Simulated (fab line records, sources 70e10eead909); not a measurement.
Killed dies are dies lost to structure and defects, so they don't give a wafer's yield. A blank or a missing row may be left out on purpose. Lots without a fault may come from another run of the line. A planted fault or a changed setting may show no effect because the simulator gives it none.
Chamber matching | flow nand_harc | NHARC_A_STAIRCASE_CMP_450 on cmp-01: 4 sister chambers
The step polishes SiO2, target thk 200 nm. 8 wafers are shown with their chamber, then 10 later ones without.

WAFERS WITH THEIR CHAMBER
wafer  | chamber | motor_current_A (A)
L078.2 | 2       | 10.8
L082.6 | 3       | 11.8
L084.3 | 3       | 11.0
L084.6 | 0       | 13.0
L085.3 | 2       | 12.4
L085.5 | 1       | 12.1
L090.1 | 0       | 12.1
L090.3 | 1       | 12.0

WAFERS WITHOUT THEIR CHAMBER
wafer  | motor_current_A (A)
L090.4 | 10.8
L091.1 | 12.3
L091.2 | 13.0
L091.3 | 13.0
L096.1 | 11.6
L096.3 | 11.4
L096.4 | 12.4
L097.1 | 12.4
L097.4 | 11.3
L097.5 | 11.3

WHICH CHAMBER EACH WENT THROUGH
wafer  | from the rows above               | in truth
L090.4 | can't be placed: 3 or 2 or 1 or 0 | 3
L091.1 | can't be placed: 0 or 1 or 2 or 3 | 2
L091.2 | can't be placed: 0 or 1 or 2 or 3 | 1
L091.3 | can't be placed: 0 or 1 or 2 or 3 | 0
L096.1 | can't be placed: 2 or 3 or 1 or 0 | 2
L096.3 | can't be placed: 3 or 2 or 1 or 0 | 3
L096.4 | can't be placed: 0 or 1 or 2 or 3 | 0
L097.1 | can't be placed: 0 or 1 or 2 or 3 | 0
L097.4 | can't be placed: 3 or 2 or 1 or 0 | 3
L097.5 | can't be placed: 3 or 2 or 1 or 0 | 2
Placed correctly: 0 of 10. Can't be placed from these rows: 10 (the true chamber is among the candidates in 10). Placed wrongly: 0.
How it was worked out, from the rows above alone: a wafer's distance from a chamber is the root of the sum, over the readings, of the square of ((its reading less the chamber's mean) divided by the reading's scatter). The wafer belongs to the nearest chamber; if the next one is less than 2 further off, it can't be placed. A chamber's mean is the mean of its shown wafers. The scatter: the root of (the sum of the squares of (reading less its chamber's mean) over the shown wafers, divided by (wafers less chambers)).
